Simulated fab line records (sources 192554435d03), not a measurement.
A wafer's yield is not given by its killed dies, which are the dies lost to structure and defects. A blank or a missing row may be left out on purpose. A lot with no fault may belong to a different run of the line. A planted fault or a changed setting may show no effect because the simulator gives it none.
fab line records	flow n5Finfet
[record] lots = 12	wafers = 35	lastDay = 19
route steps=1938 shown BEOL_M4@1084 TV_OPEN@1890 PASSIVATION@1908
lots that met no fault: taken from a fault-free run of the same line
startH: hours from the record's first day to the start of the lot's first wafer shown	waitH: hours elapsed since this lot's preceding step	" unchanged from the row above	L1.1+2: a single row standing in for several wafers	- no value, or no start was given	* or withheld: withheld	< > ~ a bound
route shown NAME@n: a module of which the file shows steps, and the number in the route of the first	usual: average and standard deviation across the fault-free wafers	same: alike in all rows	chamber/n: place in a boat	sites: each site's reading	_std_site: how widely they spread, as a standard deviation	_edge_site: outer sites' mean less inner sites'	radiusMm: for every site, how far away it sits from the centre of the wafer	mask NAME#n: copy n	behind: the tool/chamber that last shaped the wafer	hold: reason for holding the lot/hours on hold/outcome of the hold	device: transistor that didn't switch, given as n, p or np	end of line: the tests these same wafers got at the end of their route	a step with no rows: only its recipe	killed: dies that structure and defects cost at the first sort, which is not the same as the wafer's yield	map: the dies of a wafer, with x for killed, . for not killed, _ for no die there
set.NAME: the run value of the setting; set.NAME@STEP: its run value at that earlier step	model.NAME: the simulator's own value behind a step, which no gauge read
one table for each step of the route and one row for each wafer, over a sample of lots
services: a tool's chamber out of use, with start hour (startH, from the record's first day; less than 0 if before it), hours out, and reason
[[steps]]
[step N5_BEOL_M4_SPUTTER_48]
[recipe] material = Cu	targetThkA = 45	tempC = -20	chamberPressurePa = 0.07	powerW = withheld	timeS = 8.29
[usual] chuckGasFlowSccm = 1.27/0.053	throttleValvePct = 30.4/1.4
lot.wafer	tool	chamber	startH	waitH	chuckGasFlowSccm	throttleValvePct
L655.1	pvdSputter-03	-	159.48	0.1	1.34	27.4
L655.3	"	-	"	"	1.30	30.3
L656.1	pvdSputter-01	-	169.64	0.1	1.36	32.1
L656.2	"	-	"	"	1.22	31.1
L656.5	"	-	"	"	1.25	31.1
L657.1	pvdSputter-01	-	172.26	0.1	1.31	30.9
L657.2	"	-	"	"	1.29	32.3
L657.5	"	-	"	"	1.24	31.4
L658.1	pvdSputter-01	-	174.10	0.3	1.17	31.1
L658.2	"	-	"	"	1.22	31.0
L658.5	"	-	"	"	1.24	31.2
L660.2	pvdSputter-01	-	191.83	0.2	1.24	31.7
L660.3	"	-	"	"	1.21	30.9
L660.6	"	-	"	"	1.36	32.6
L670.1	pvdSputter-01	-	246.79	0.1	1.14	30.9
L670.5	"	-	"	"	1.23	31.0
L670.6	"	-	"	"	1.40	32.3
L668.4	pvdSputter-02	-	248.42	1.2	1.29	31.7
L668.5	"	-	"	"	1.30	30.1
L668.6	"	-	"	"	1.27	29.9
L671.1	pvdSputter-01	-	282.63	0.1	1.26	32.2
L671.2	"	-	"	"	1.30	31.3
L671.5	"	-	"	"	1.29	31.1
L673.1	pvdSputter-03	-	292.03	0.1	1.26	27.5
L673.2	"	-	"	"	1.20	29.5
L673.6	"	-	"	"	1.30	30.3
L674.3	pvdSputter-01	-	310.02	0.1	1.26	31.3
L674.5	"	-	"	"	1.31	32.6
L674.6	"	-	"	"	1.26	31.0
L678.1	pvdSputter-01	-	331.00	0.2	1.28	31.0
L678.3	"	-	"	"	1.31	31.5
L678.6	"	-	"	"	1.28	31.0
L676.2	pvdSputter-03	-	338.83	0.4	1.28	28.7
L676.3	"	-	"	"	1.23	29.4
L676.6	"	-	"	"	1.22	29.2
[step N5_PASSIVATION_ETCH_15]
[recipe] chemistry = CF4/N2	target = SiCN	targetDepthA = 750	taperDeg = 2	timeS = 81.2	ionEnergyEv = 150	maskMaterial = SiNx	pressureMtorr = 40	sourceW = 430	biasW = 70	Ar_flow_sccm = 100	cf4FlowSccm = 60	n2FlowSccm = 60
[usual] drypumpMotorCurrentA = 5.5/0.51	oesProductAu = 0.78/0.065	rfVppV = 382.1/1.4	showerheadPlenumPTorr = 2.20/0.051	throttleValvePct = 15.47/0.21
lot.wafer	tool	chamber	startH	waitH	drypumpMotorCurrentA	oesProductAu	rfHoursCounterH	rfVppV	showerheadPlenumPTorr	throttleValvePct
L655.1	rieDiel-06	3	-	-	6.3	0.88	29	381.4	2.16	15.21
L655.3	"	1	"	"	5.5	0.73	199	383.1	2.29	15.73
L656.1	rieDiel-02	2	-	-	6.3	0.89	33	382.7	2.26	15.37
L656.2	"	1	"	"	5.7	0.76	166	382.6	2.20	15.44
L656.5	"	2	"	"	6.3	0.90	-	383.2	2.26	15.40
L657.1	rieDiel-02	3	-	-	5.0	0.72	196	383.1	2.28	15.38
L657.2	"	0	"	"	5.3	0.67	231	381.4	2.17	15.70
L657.5	"	0	"	"	5.3	0.67	-	382.0	2.17	15.71
L658.1	rieDiel-04	0	-	-	5.1	0.77	121	382.8	2.21	15.45
L658.2	"	1	"	"	6.1	0.73	196	384.4	2.28	15.47
L658.5	"	3	"	"	5.3	0.79	-	383.4	2.23	15.37
L660.2	rieDiel-04	1	-	-	6.1	0.73	198	382.1	2.28	15.46
L660.3	"	0	"	"	5.1	0.77	123	383.3	2.21	15.45
L660.6	"	1	"	"	6.1	0.73	-	384.1	2.28	15.46
L668.4	rieDiel-02	1	-	-	5.7	0.75	188	382.4	2.19	15.49
L668.5	"	0	"	"	5.3	0.66	-	380.7	2.17	15.73
L668.6	"	3	"	"	4.9	0.71	-	382.7	2.28	15.42
L670.1	rieDiel-06	0	-	-	4.9	0.88	25	381.1	2.17	14.94
L670.5	"	0	"	"	4.9	0.88	-	379.1	2.17	14.93
L670.6	"	3	"	"	6.3	0.84	-	382.2	2.15	15.27
L671.1	rieDiel-02	1	-	-	5.8	0.74	197	383.5	2.19	15.47
L671.2	"	0	"	"	5.3	0.93	5	382.1	2.16	15.23
L671.5	"	3	"	"	5.0	0.71	-	383.9	2.27	15.43
L673.1	rieDiel-04	2	-	-	5.0	0.80	133	379.4	2.13	15.63
L673.2	"	1	"	"	6.1	0.72	227	382.8	2.27	15.52
L673.6	"	2	"	"	5.0	0.79	-	380.5	2.13	15.66
L674.3	rieDiel-06	0	-	-	4.9	0.87	39	380.4	2.17	14.97
L674.5	"	2	"	"	5.8	0.71	-	382.4	2.17	15.81
L674.6	"	3	"	"	6.3	0.82	-	381.2	2.15	15.28
L678.1	rieDiel-04	1	-	-	6.1	0.69	246	382.9	2.27	15.54
L678.3	"	2	"	"	5.0	0.78	152	378.7	2.12	15.68
L678.6	"	2	"	"	5.0	0.78	-	380.8	2.12	15.68
L676.2	rieDiel-02	2	-	-	6.3	0.83	83	382.9	2.24	15.48
L676.3	"	0	"	"	5.3	0.87	31	379.6	2.16	15.27
L676.6	"	1	"	"	5.7	0.72	-	383.1	2.18	15.56
[step N5_PASSIVATION_DESCUM_32]
[recipe] chemistry = O2	timeS = 7.9	sourcePowerW = 50	biasPowerW = 20	pressureMtorr = 20	rfFrequencyHz = 2.712e+07	tempC = 40	o2FlowSccm = 225
[usual] biasPowerW = 20.00/0.061	drypumpMotorCurrentA = 5.8/0.38	oesProductAu = 0.83/0.084	rfVppV = 243.7/1.4	showerheadPlenumPTorr = 2.13/0.078	throttleValvePct = 20.36/0.28
lot.wafer	tool	chamber	startH	waitH	biasPowerW	drypumpMotorCurrentA	oesProductAu	rfHoursCounterH	rfVppV	showerheadPlenumPTorr	throttleValvePct
L655.1	rieDiel-05	0	260.65	0.0	19.99	6.1	0.92	12	243.3	2.23	20.03
L655.3	"	2	"	"	20.11	6.1	0.71	208	243.4	2.17	20.76
L656.1	rieDiel-01	1	266.11	0.2	20.05	6.1	0.85	68	244.2	2.11	20.13
L656.2	"	0	"	"	19.99	5.2	0.77	131	243.9	2.18	20.46
L656.5	"	2	"	"	20.05	5.5	0.84	-	241.9	2.12	20.34
L657.1	rieDiel-01	3	272.65	0.0	20.00	5.7	0.88	43	244.3	2.22	20.74
L657.2	"	2	"	"	20.03	5.5	0.84	75	242.3	2.12	20.32
L657.5	"	1	"	"	19.97	6.1	0.85	-	243.2	2.11	20.14
L658.1	rieDiel-05	0	274.27	0.3	20.00	6.1	0.90	17	244.8	2.23	20.03
L658.2	"	1	"	"	19.97	5.5	0.96	2	240.6	2.04	20.16
L658.5	"	2	"	"	20.08	6.2	0.71	-	244.2	2.17	20.79
L660.2	rieDiel-03	1	285.21	0.0	20.07	6.1	0.89	28	242.0	2.04	19.84
L660.3	"	3	"	"	20.02	5.1	0.69	231	242.2	1.98	20.78
L660.6	"	3	"	"	20.04	5.1	0.69	-	240.7	1.98	20.79
L668.4	rieDiel-05	0	346.50	0.0	19.93	6.1	0.87	45	244.3	2.22	20.07
L668.5	"	0	"	"	19.90	6.1	0.86	-	244.7	2.22	20.07
L668.6	"	3	"	"	20.09	6.1	0.98	-	245.3	2.25	20.23
L670.1	rieDiel-05	3	357.39	0.0	19.98	6.1	0.96	10	245.7	2.25	20.24
L670.5	"	2	"	"	20.08	6.1	0.67	-	243.4	2.16	20.82
L670.6	"	1	"	"	19.93	5.5	0.88	-	241.0	2.03	20.18
L671.1	rieDiel-05	0	389.72	0.0	19.96	6.1	0.84	57	244.6	2.22	20.09
L671.2	"	1	"	"	20.06	5.5	0.87	39	241.9	2.03	20.22
L671.5	"	1	"	"	20.05	5.5	0.88	-	242.6	2.03	20.21
L673.1	rieDiel-03	0	397.46	0.4	20.04	6.2	0.91	22	243.9	2.14	20.37
L673.2	"	3	"	"	19.96	5.1	0.93	15	245.2	2.23	20.37
L673.6	"	0	"	"	19.97	6.2	0.90	-	244.6	2.14	20.36
L674.3	rieDiel-01	0	416.03	0.1	19.92	5.2	0.72	177	243.5	2.17	20.54
L674.5	"	0	"	"	20.05	5.2	0.73	-	244.7	2.17	20.54
L674.6	"	3	"	"	19.96	5.7	0.80	-	244.1	2.20	20.78
L678.1	rieDiel-05	2	456.76	0.0	20.05	6.1	0.91	20	243.4	2.15	20.40
L678.3	"	3	"	"	19.93	6.1	0.89	44	246.0	2.23	20.27
L678.6	"	3	"	"	20.03	6.1	0.90	-	246.2	2.23	20.27
L676.2	rieDiel-01	3	461.60	0.0	20.13	5.7	0.79	102	244.2	2.20	20.82
L676.3	"	2	"	"	20.08	5.5	0.78	132	243.2	2.10	20.42
L676.6	"	1	"	"	20.03	6.1	0.78	-	244.9	2.09	20.23
[step N5_PASSIVATION_PROBE_49]
[usual] defectLimitedYield = 91.3/1.7	killed_at_M0_to_M3 = 33/9.9	killed_at_M4_up = 14/6.4	killedAtContacts = 12/7	killedAtFrontEnd = 41/13	killedAtOther = 3.1/2.9	killedDies = 103/20	killedOnRim = 13/4	killedOpen = 67/14	killedShort = 34/9.4	sort_bin_4_leakage = 0.03/0.24	sort_bin_5_function = 5.1/1.1	sort_bin_6_memory = 3.2/0.79	sort_bin_8_speed = 0.02/0.15	sortNPass = 1077/21	sortYieldPct = 91.2/1.7
[same] grossDies = 1180	killedAtBackSide = 0
lot.wafer	tool	chamber	startH	waitH	defectLimitedYield[%]	killed_at_M0_to_M3	killed_at_M4_up	killedAtContacts	killedAtFrontEnd	killedAtOther	killedDies	killedOnRim	killedOpen	killedShort	sort_bin_4_leakage[%]	sort_bin_5_function[%]	sort_bin_6_memory[%]	sort_bin_8_speed[%]	sortNPass	sortYieldPct[%]
L655.1	prober-02	-	265.56	0.0	92.0	29	15	11	37	2	94	12	66	27	0	5.2	2.6	0	1086	92.0
L655.3	prober-02	-	265.66	0.1	90.7	31	16	34	29	0	110	14	72	37	0	5.6	3.3	0	1070	90.7
L656.1	prober-02	-	270.93	0.0	92.3	32	12	14	32	1	91	12	70	21	0	4.5	3.0	0	1089	92.3
L656.2	prober-02	-	270.98	0.1	89.9	64	5	7	42	1	119	17	74	45	0	5.8	3.9	0	1061	89.9
L656.5	prober-02	-	271.13	0.2	93.6	22	12	3	34	4	75	8	51	24	0	4.2	2.1	0	1105	93.6
L657.1	prober-01	-	277.56	0.0	91.4	22	17	14	48	0	101	14	64	33	0	4.2	3.8	0	1079	91.4
L657.2	prober-01	-	277.61	0.1	91.4	25	12	9	56	0	102	13	67	35	0	5.8	2.5	0	1078	91.4
L657.5	prober-01	-	277.76	0.2	90.3	26	9	17	62	1	115	9	65	49	0	6.5	2.5	0	1065	90.3
L658.1	prober-02	-	279.17	0.0	92.7	28	11	12	32	3	86	14	62	23	0	4.4	2.5	0.08	1094	92.7
L658.2	prober-02	-	279.22	0.1	82.9	47	101	2	48	4	202	26	73	40	0	10.2	4.2	0	978	82.9
L658.5	prober-02	-	279.37	0.2	92.8	27	9	12	35	2	85	14	59	23	0	4.9	2.1	0	1095	92.8
L660.2	prober-02	-	290.56	0.6	92.0	33	11	10	35	5	94	14	66	28	0	4.5	3.3	0	1086	92.0
L660.3	prober-02	-	290.61	0.6	82.7	37	108	9	43	7	204	28	70	32	0	10.7	4.2	0	976	82.7
L660.6	prober-02	-	290.76	0.8	91.3	27	9	35	29	3	103	16	73	30	0.08	5.4	3.0	0	1076	91.2
L668.4	prober-02	-	351.55	0.2	90.8	41	17	17	33	1	109	12	78	30	0	5.4	3.6	0.08	1071	90.8
L668.5	prober-02	-	351.60	0.2	91.3	35	11	32	24	1	103	15	72	30	0	5.3	3.1	0	1077	91.3
L668.6	prober-02	-	351.65	0.3	92.4	43	10	12	24	1	90	7	59	30	0	4.7	2.8	1.78	1069	90.6
L670.1	prober-01	-	362.31	0.0	92.2	19	20	12	39	2	92	17	61	31	0	5.0	2.5	0	1088	92.2
L670.5	prober-01	-	362.51	0.2	91.6	25	12	6	51	5	99	7	60	39	0	4.9	3.4	0	1081	91.6
L670.6	prober-01	-	362.56	0.3	92.8	14	23	10	33	5	85	6	59	26	0	3.9	3.0	0	1095	92.8
L671.1	prober-02	-	395.11	0.0	92.4	32	10	14	34	0	90	15	44	42	0	4.4	2.6	0	1090	92.4
L671.2	prober-02	-	395.16	0.1	92.3	27	4	16	39	5	91	14	47	38	0	4.8	2.6	0	1089	92.3
L671.5	prober-02	-	395.31	0.2	90.8	19	9	29	51	0	108	11	64	43	0	6.3	2.5	0	1072	90.8
L673.1	prober-01	-	402.45	0.0	93.3	34	6	12	24	3	79	14	51	28	0	3.1	3.4	0	1101	93.3
L673.2	prober-01	-	402.50	0.1	95.2	19	9	6	15	8	57	6	29	25	0	3.1	1.5	0	1123	95.2
L673.6	prober-01	-	402.70	0.3	93.1	28	9	19	24	1	81	3	59	20	0	4.3	2.5	0	1099	93.1
L674.3	prober-02	-	421.18	0.1	93.9	27	14	3	23	5	72	12	48	22	0	3.8	2.0	0	1108	93.9
L674.5	prober-02	-	421.28	0.2	92.8	33	12	4	34	2	85	5	59	25	0	4.0	3.1	0	1095	92.8
L674.6	prober-02	-	421.33	0.3	90.9	40	20	6	40	1	107	12	60	47	0	6.1	2.8	0	1073	90.9
L678.1	prober-02	-	461.80	0.0	91.0	34	22	5	40	5	106	17	68	32	0	5.5	2.8	0	1074	91.0
L678.3	prober-02	-	461.90	0.1	91.0	20	22	4	53	7	106	13	80	23	0	4.3	4.4	0	1074	91.0
L678.6	prober-02	-	462.05	0.3	90.8	40	21	8	33	7	109	11	74	31	0	4.7	4.1	0	1071	90.8
L676.2	prober-01	-	467.45	0.1	89.1	25	24	6	73	1	129	13	89	40	0	6.7	3.7	0	1051	89.1
L676.3	prober-01	-	467.50	0.1	90.3	36	29	7	42	0	114	18	92	21	0	6.4	3.1	0	1066	90.3
L676.6	prober-01	-	467.65	0.3	89.8	43	19	5	53	0	120	13	92	28	0	5.8	4.1	0	1060	89.8
// killed by level:class
L655.1 FIN_SAQP:geometricParticle:open=16 BEOL_M3:geometricParticle:open=9 MOL_CONTACT_COAG:geometricParticle:open=8 BEOL_M2:geometricParticle:open=6 BEOL_M4:geometricParticle:open=6 FIN_SAQP:geometricParticle:short=5 BEOL_M0_SAQP:geometricParticle:open=5 STI_FIN_REVEAL:geometricParticle:open=3
L655.3 MOL_CONTACT_COAG:geometricParticle:open=20 MOL_CONTACT_COAG:geometricParticle:short=14 BEOL_M3:geometricParticle:open=11 STI_FIN_REVEAL:geometricParticle:open=6 BEOL_M2:geometricParticle:open=6 FIN_SAQP:geometricParticle:open=5 BEOL_M4:geometricParticle:open=5 GATE_CUT:geometricParticle:short=4
L656.1 BEOL_M0_SAQP:geometricParticle:open=12 MOL_CONTACT_COAG:geometricParticle:open=9 STI_FIN_REVEAL:geometricParticle:open=7 FIN_SAQP:geometricParticle:open=5 MOL_CONTACT_COAG:geometricParticle:short=5 BEOL_M2:geometricParticle:open=5 DUMMY_GATE:geometricParticle:open=4 GATE_CUT:geometricParticle:open=4
L656.2 BEOL_M3:geometricParticle:open=20 FIN_SAQP:geometricParticle:short=14 BEOL_M0_SAQP:geometricParticle:short=13 FIN_SAQP:geometricParticle:open=11 BEOL_M0_SAQP:geometricParticle:open=11 MOL_CONTACT_COAG:geometricParticle:open=6 BEOL_M2:geometricParticle:open=6 BEOL_M3:geometricParticle:short=6
L656.5 FIN_SAQP:geometricParticle:short=7 BEOL_M3:geometricParticle:open=7 FIN_SAQP:geometricParticle:open=6 STI_FIN_REVEAL:geometricParticle:open=6 DUMMY_GATE:geometricParticle:open=5 BEOL_M0_SAQP:geometricParticle:open=5 BEOL_M2:geometricParticle:open=5 BEOL_M0_SAQP:geometricParticle:short=3
L657.1 FIN_SAQP:geometricParticle:open=11 MOL_CONTACT_COAG:geometricParticle:open=11 GATE_CUT:geometricParticle:short=9 FIN_SAQP:geometricParticle:short=8 BEOL_M0_SAQP:geometricParticle:open=8 BEOL_M4:geometricParticle:open=7 GATE_CUT:geometricParticle:open=5 BEOL_M0_SAQP:geometricParticle:short=4
L657.2 FIN_SAQP:geometricParticle:short=13 FIN_SAQP:geometricParticle:open=11 STI_FIN_REVEAL:geometricParticle:open=8 MOL_CONTACT_COAG:geometricParticle:open=8 BEOL_M2:geometricParticle:open=8 BEOL_M4:geometricParticle:open=6 BEOL_M3:geometricParticle:open=5 DUMMY_GATE:geometricParticle:open=4
L657.5 FIN_SAQP:geometricParticle:short=18 MOL_CONTACT_COAG:geometricParticle:open=13 FIN_SAQP:geometricParticle:open=9 BEOL_M3:geometricParticle:open=9 GATE_CUT:geometricParticle:short=8 BEOL_M2:geometricParticle:open=5 STARTING-WAFER:geometricParticle:short=5 MOL_CONTACT_COAG:geometricParticle:short=4
L658.1 MOL_CONTACT_COAG:geometricParticle:open=11 GATE_CUT:geometricParticle:short=8 STI_FIN_REVEAL:geometricParticle:open=6 BEOL_M2:geometricParticle:open=6 GATE_CUT:geometricParticle:open=5 BEOL_M0_SAQP:geometricParticle:short=5 BEOL_M0_SAQP:geometricParticle:open=5 FIN_SAQP:geometricParticle:open=4
L658.2 BEOL_M4:unspecified=89 STI_FIN_REVEAL:geometricParticle:open=20 BEOL_M0_SAQP:geometricParticle:open=15 BEOL_M0_SAQP:geometricParticle:short=11 STI_FIN_REVEAL:geometricParticle:short=7 BEOL_M1:geometricParticle:open=6 GATE_CUT:geometricParticle:short=5 BEOL_M4:geometricParticle:open=5
L658.5 STI_FIN_REVEAL:geometricParticle:open=17 MOL_CONTACT_COAG:geometricParticle:open=8 BEOL_M0_SAQP:geometricParticle:open=7 BEOL_M0_SAQP:geometricParticle:short=5 GATE_CUT:geometricParticle:short=4 MOL_CONTACT_COAG:geometricParticle:short=4 BEOL_M1:geometricParticle:open=4 FIN_SAQP:geometricParticle:open=3
L660.2 BEOL_M3:geometricParticle:open=10 BEOL_M2:geometricParticle:open=9 STI_FIN_REVEAL:geometricParticle:open=8 MOL_CONTACT_COAG:geometricParticle:open=8 BEOL_M1:geometricParticle:open=7 FIN_SAQP:geometricParticle:short=6 BEOL_M4:geometricParticle:open=6 FIN_SAQP:geometricParticle:open=5
L660.3 BEOL_M4:unspecified=100 BEOL_M3:geometricParticle:open=12 FIN_SAQP:geometricParticle:open=9 STI_FIN_REVEAL:geometricParticle:open=9 MOL_CONTACT_COAG:geometricParticle:open=8 FIN_SAQP:geometricParticle:short=7 BEOL_M2:geometricParticle:open=6 BEOL_M1:geometricParticle:open=5
L660.6 MOL_CONTACT_COAG:geometricParticle:open=31 BEOL_M0_SAQP:geometricParticle:open=9 FIN_SAQP:geometricParticle:short=7 STI_FIN_REVEAL:geometricParticle:open=6 BEOL_M0_SAQP:geometricParticle:short=5 BEOL_M3:geometricParticle:open=5 BEOL_M2:geometricParticle:open=4 MOL_CONTACT_COAG:geometricParticle:short=4
L668.4 MOL_CONTACT_COAG:geometricParticle:open=16 BEOL_M2:geometricParticle:open=13 BEOL_M4:geometricParticle:open=10 BEOL_M0_SAQP:geometricParticle:open=9 STARTING-WAFER:geometricParticle:short=6 FIN_SAQP:geometricParticle:short=5 BEOL_M0_SAQP:geometricParticle:short=5 BEOL_M1:geometricParticle:open=5
L668.5 MOL_CONTACT_COAG:geometricParticle:open=26 BEOL_M2:geometricParticle:open=9 BEOL_M0_SAQP:geometricParticle:short=8 MOL_CONTACT_COAG:geometricParticle:short=6 BEOL_M1:geometricParticle:open=5 FIN_SAQP:geometricParticle:short=4 BEOL_M0_SAQP:geometricParticle:open=4 BEOL_M2:geometricParticle:short=4
L668.6 BEOL_M1:geometricParticle:open=18 BEOL_M2:geometricParticle:open=9 FIN_SAQP:geometricParticle:open=7 FIN_SAQP:geometricParticle:short=7 BEOL_M0_SAQP:geometricParticle:short=7 MOL_CONTACT_COAG:geometricParticle:short=6 MOL_CONTACT_COAG:geometricParticle:open=6 BEOL_M0_SAQP:geometricParticle:open=4
L670.1 FIN_SAQP:geometricParticle:open=10 MOL_CONTACT_COAG:geometricParticle:open=9 FIN_SAQP:geometricParticle:short=8 BEOL_M1:geometricParticle:open=8 DUMMY_GATE:geometricParticle:open=5 GATE_CUT:geometricParticle:short=5 BEOL_M7:geometricParticle:open=4 BEOL_M0_SAQP:geometricParticle:open=4
L670.5 FIN_SAQP:geometricParticle:short=13 FIN_SAQP:geometricParticle:open=11 STI_FIN_REVEAL:geometricParticle:open=11 BEOL_M0_SAQP:geometricParticle:short=5 BEOL_M0_SAQP:geometricParticle:open=5 BEOL_M3:geometricParticle:open=5 BEOL_M5:geometricParticle:open=5 GATE_CUT:geometricParticle:short=4
L670.6 MOL_CONTACT_COAG:geometricParticle:open=10 BEOL_M4:geometricParticle:open=7 FIN_SAQP:geometricParticle:short=6 STI_FIN_REVEAL:geometricParticle:open=6 BEOL_M0_SAQP:geometricParticle:open=5 BEOL_M0_SAQP:geometricParticle:short=5 BEOL_M5:geometricParticle:open=5 GATE_CUT:geometricParticle:short=4
L671.1 BEOL_M0_SAQP:geometricParticle:short=13 FIN_SAQP:geometricParticle:short=12 MOL_CONTACT_COAG:geometricParticle:open=11 BEOL_M2:geometricParticle:open=8 GATE_CUT:geometricParticle:short=4 BEOL_M0_SAQP:geometricParticle:open=4 FIN_SAQP:geometricParticle:open=3 MOL_CONTACT_COAG:geometricParticle:short=3
L671.2 FIN_SAQP:geometricParticle:short=11 FIN_SAQP:geometricParticle:open=9 MOL_CONTACT_COAG:geometricParticle:open=9 BEOL_M3:geometricParticle:open=8 GATE_CUT:geometricParticle:short=7 MOL_CONTACT_COAG:geometricParticle:short=7 BEOL_M1:geometricParticle:open=5 GATE_CUT:geometricParticle:open=4
L671.5 MOL_CONTACT_COAG:geometricParticle:open=24 FIN_SAQP:geometricParticle:short=16 FIN_SAQP:geometricParticle:open=13 BEOL_M0_SAQP:geometricParticle:open=6 GATE_CUT:geometricParticle:short=5 MOL_CONTACT_COAG:geometricParticle:short=5 STI_FIN_REVEAL:geometricParticle:open=4 BEOL_M0_SAQP:geometricParticle:short=4
L673.1 MOL_CONTACT_COAG:geometricParticle:open=9 GATE_CUT:geometricParticle:short=6 BEOL_M0_SAQP:geometricParticle:open=6 BEOL_M3:geometricParticle:open=6 BEOL_M0_SAQP:geometricParticle:short=5 DUMMY_GATE:geometricParticle:open=4 GATE_CUT:geometricParticle:open=4 BEOL_M0:geometricParticle:open=4
L673.2 MIM_TOP_ETCH:geometricParticle:short=6 FIN_SAQP:geometricParticle:short=5 MOL_CONTACT_COAG:geometricParticle:open=5 BEOL_M0_SAQP:geometricParticle:short=5 BEOL_M2:geometricParticle:open=4 FIN_SAQP:geometricParticle:open=3 BEOL_M3:geometricParticle:open=3 FIN_CUT:geometricParticle:open=2
L673.6 MOL_CONTACT_COAG:geometricParticle:open=17 BEOL_M3:geometricParticle:open=7 BEOL_M0_SAQP:geometricParticle:short=5 DUMMY_GATE:geometricParticle:open=4 GATE_CUT:geometricParticle:short=4 BEOL_M0_SAQP:geometricParticle:open=4 BEOL_M2:geometricParticle:open=4 BEOL_M0:geometricParticle:open=3
L674.3 BEOL_M3:geometricParticle:open=9 BEOL_M4:geometricParticle:open=7 FIN_SAQP:geometricParticle:short=6 BEOL_M2:geometricParticle:open=5 DUMMY_GATE:geometricParticle:open=4 BEOL_M0:geometricParticle:open=4 BEOL_M1:geometricParticle:open=4 MOL_CONTACT_COAG:geometricParticle:open=3
L674.5 BEOL_M3:geometricParticle:open=11 FIN_SAQP:geometricParticle:open=10 BEOL_M2:geometricParticle:open=7 FIN_SAQP:geometricParticle:short=6 DUMMY_GATE:geometricParticle:open=5 BEOL_M5:geometricParticle:open=5 MOL_CONTACT_COAG:geometricParticle:open=4 BEOL_M1:geometricParticle:open=4
L674.6 GATE_CUT:geometricParticle:short=13 BEOL_M0_SAQP:geometricParticle:short=8 BEOL_M2:geometricParticle:open=8 BEOL_M4:geometricParticle:open=7 BEOL_M3:geometricParticle:open=7 BEOL_M1:geometricParticle:open=6 BEOL_M3:geometricParticle:short=6 FIN_SAQP:geometricParticle:open=5
L678.1 BEOL_M3:geometricParticle:open=11 BEOL_M4:geometricParticle:open=11 STI_FIN_REVEAL:geometricParticle:open=8 BEOL_M0_SAQP:geometricParticle:short=7 BEOL_M0_SAQP:geometricParticle:open=7 FIN_SAQP:geometricParticle:short=5 HKMG_FIN:areaEtch=5 FIN_SAQP:geometricParticle:open=4
L678.3 FIN_SAQP:geometricParticle:open=24 STI_FIN_REVEAL:geometricParticle:open=12 BEOL_M4:geometricParticle:open=7 FIN_SAQP:geometricParticle:short=6 BEOL_M0_SAQP:geometricParticle:open=6 BEOL_M2:geometricParticle:open=6 GATE_CUT:geometricParticle:short=4 MOL_CONTACT_COAG:geometricParticle:open=4
L678.6 BEOL_M0_SAQP:geometricParticle:open=16 STI_FIN_REVEAL:geometricParticle:open=10 BEOL_M4:geometricParticle:open=9 FIN_SAQP:geometricParticle:open=6 BEOL_M1:geometricParticle:open=6 MOL_CONTACT_COAG:geometricParticle:open=6 BEOL_M2:geometricParticle:open=5 BEOL_M3:geometricParticle:open=5
L676.2 STI_FIN_REVEAL:geometricParticle:open=42 BEOL_M4:geometricParticle:open=12 STI_FIN_REVEAL:geometricParticle:short=7 GATE_CUT:geometricParticle:short=7 MOL_CONTACT_COAG:geometricParticle:open=6 BEOL_M1:geometricParticle:open=6 BEOL_M4:geometricParticle:short=6 BEOL_M5:geometricParticle:open=6
L676.3 STI_FIN_REVEAL:geometricParticle:open=24 BEOL_M3:geometricParticle:open=10 BEOL_M4:geometricParticle:open=10 BEOL_M5:geometricParticle:open=9 BEOL_M1:geometricParticle:open=7 MOL_CONTACT_COAG:geometricParticle:open=5 BEOL_M3:geometricParticle:short=5 BEOL_M6:geometricParticle:open=5
L676.6 STI_FIN_REVEAL:geometricParticle:open=31 BEOL_M0_SAQP:geometricParticle:open=14 BEOL_M4:geometricParticle:open=11 BEOL_M3:geometricParticle:open=10 BEOL_M0_SAQP:geometricParticle:short=8 STI_FIN_REVEAL:geometricParticle:short=4 BEOL_M3:geometricParticle:short=4 BEOL_M5:geometricParticle:open=4
[[services]]
tool	chamber	startH	hours	kind
rieDiel-06	2	136.40	2.6	repair
rieDiel-05	0	175.21	1.2	repair
rieDiel-06	-	177.84	0.6	repair
rieDiel-04	0	185.19	4.0	repair
rieDiel-01	-	216.73	1.2	repair
rieDiel-06	3	235.37	2.3	repair
rieDiel-05	1	237.91	6.5	repair
rieDiel-06	1	295.74	3.9	repair
rieDiel-06	1	303.97	8.4	repair
rieDiel-05	1	308.63	4.9	repair
rieDiel-05	1	329.31	1.2	repair
rieDiel-06	0	337.93	3.2	repair
rieDiel-04	3	342.35	3.4	repair
rieDiel-02	3	347.28	2.8	repair
pvdSputter-03	-	355.87	6.6	repair
rieDiel-04	0	359.94	1.7	repair
rieDiel-04	3	395.94	23.0	repair
rieDiel-04	-	403.75	0.9	repair
rieDiel-04	0	409.11	3.8	repair
rieDiel-04	-	413.19	2.8	pm
rieDiel-04	2	426.35	1.6	repair
rieDiel-02	2	440.36	18.8	repair
rieDiel-05	0	440.84	9.2	repair
rieDiel-04	3	452.49	11.0	repair
[[key]]
[firstSign] step = N5_PASSIVATION_PROBE_49	reading = killed_at_M4_up	direction = up	sigmas = 14	usual = 14	struck = 104
[effect] step = N5_PASSIVATION_PROBE_49	reading = killedDies	direction = up	sigmas = 4.9	usual = 103	struck = 203
[moreKillsBornAt] N5_BEOL_M4_SPUTTER_48@pvdSputter-01 = 189
metAt N5_BEOL_M4_SPUTTER_48
struckLots L658,L660
struckWafers L658.2,L660.3
notActingAt N5_PASSIVATION_ETCH_15,N5_PASSIVATION_DESCUM_32
onsetBetween 172.26 174.10
[fault] kind = chamberParticleSource	tool = pvdSputter-01	chamber = -	onsetH = 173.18	steps = N5_BEOL_M4_SPUTTER_48	ratePerVisitCm2 = 1.5252	endH = 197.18	scope = struckWafersOnly
